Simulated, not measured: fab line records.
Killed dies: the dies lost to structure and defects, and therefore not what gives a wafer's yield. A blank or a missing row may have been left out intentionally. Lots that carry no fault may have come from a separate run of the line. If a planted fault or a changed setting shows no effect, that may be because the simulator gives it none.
One fault seen from 2 desks || flow nand-harc || every desk sees just its own numbers, and what lay behind them comes last

== METROLOGY DESK ==
Means of the sampled wafers that have a number, per lot and without regard to the tool the lot ran on: this is what the gauges read. The brackets show how far a lot's mean lies from the usual mean; more than 4 standard deviations puts the lot out of limits, marked OUT.
Columns: A = cd-nm at NHARC_P_M2_CD_MEAS_16, usual 169.5 nm
{"lot": "L378", "first seen here": "day 6 09:55", "A": 169.1}
{"lot": "L379", "first seen here": "day 6 19:40", "A": 169.6}
{"lot": "L380", "first seen here": "day 7 09:35", "A": 169.3}
{"lot": "L381", "first seen here": "day 7 10:38", "A": 169.5}
{"lot": "L382", "first seen here": "day 8 04:39", "A": 169.3}
{"lot": "L384", "first seen here": "day 9 00:07", "A": 169.0}
{"lot": "L385", "first seen here": "day 9 03:00", "A": 169.7}
{"lot": "L393", "first seen here": "day 12 13:56", "A": 168.1}
{"lot": "L392", "first seen here": "day 12 14:05", "A": 170.7}
{"lot": "L395", "first seen here": "day 13 15:37", "A": 168.6}
{"lot": "L399", "first seen here": "day 14 22:59", "A": 170.4}
{"lot": "L398", "first seen here": "day 14 23:31", "A": 169.4}
{"lot": "L400", "first seen here": "day 15 12:08", "A": 171.2}
{"lot": "L401", "first seen here": "day 16 08:20", "A": 170.1}
This desk found nothing out of limits on any of the 14 lots.

== FOR THE TOOL OWNER'S DESK: rie-diel-11 ==
The tool's own readings at NHARC_P_BONDPAD_ETCH_37 (etches the open film in N2/H2, target depth 60 nm, overetch 18 nm, time 65.91 s): means of the sampled wafers that have a number, for each lot that ran on this tool. The brackets show how far a lot's mean lies from the usual mean; more than 4 standard deviations puts the lot out of limits, marked OUT.
Columns: A = drypump-motor-current-A at NHARC_P_BONDPAD_ETCH_37, usual 5.7 A; B = oes-product-au at NHARC_P_BONDPAD_ETCH_37, usual 0.997 a.u.; C = rf-vpp-V at NHARC_P_BONDPAD_ETCH_37, usual 431.4 V; D = showerhead-plenum-p-Torr at NHARC_P_BONDPAD_ETCH_37, usual 2.07 Torr; E = throttle-valve-pct at NHARC_P_BONDPAD_ETCH_37, usual 14.171 %
{"lot": "L380", "first seen here": "day 7 13:56", "A": 5.9, "B": 1.002, "C": 432.9, "D": 2.14, "E": 14.168}
{"lot": "L381", "first seen here": "day 7 15:00", "A": 5.9, "B": 0.994, "C": 433.2, "D": 2.14, "E": 14.177}
{"lot": "L382", "first seen here": "day 8 09:01", "A": 5.4, "B": 0.995, "C": 431.7, "D": 2.07, "E": 14.179}
{"lot": "L385", "first seen here": "day 9 07:22", "A": 5.6, "B": 0.996, "C": 432.5, "D": 2.11, "E": 14.166}
{"lot": "L393", "first seen here": "day 12 18:16", "A": 5.5, "B": "0.931 (-6.9) OUT", "C": 431.2, "D": 2.07, "E": 14.175}
{"lot": "L392", "first seen here": "day 12 19:04", "A": 6.0, "B": "0.928 (-7.2) OUT", "C": 431.7, "D": 2.09, "E": 14.173}
{"lot": "L400", "first seen here": "day 15 16:29", "A": 5.4, "B": 0.995, "C": 431.3, "D": 2.08, "E": 14.177}
{"lot": "L401", "first seen here": "day 16 12:54", "A": 5.6, "B": 0.997, "C": 432.9, "D": 2.11, "E": 14.160}
This desk's verdict: out of limits on L392, L393, starting with L393 at day 12 18:16 (oes-product-au at NHARC_P_BONDPAD_ETCH_37). L380, L381, L382, L385, L400, L401 stayed within limits.

== PUT TOGETHER ==
On L392, L393, at day 12 18:16, an alarm was possible from the tool owner's desk.
From the metrology desk's view, nothing was out of limits.
The metrology desk holds a record of L392, L393, inside its limits.
On rie-diel-11, each named lot ran NHARC_P_BONDPAD_ETCH_37.

== WHAT THE SIMULATOR PUT IN ==
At NHARC_P_BONDPAD_ETCH_37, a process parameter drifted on rie-diel-11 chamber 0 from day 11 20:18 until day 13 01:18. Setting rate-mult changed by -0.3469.
Lots struck among those shown: L392, L393.
Time in hours from fault onset to the first out-of-limits reading at each desk: the tool owner's desk, 22.
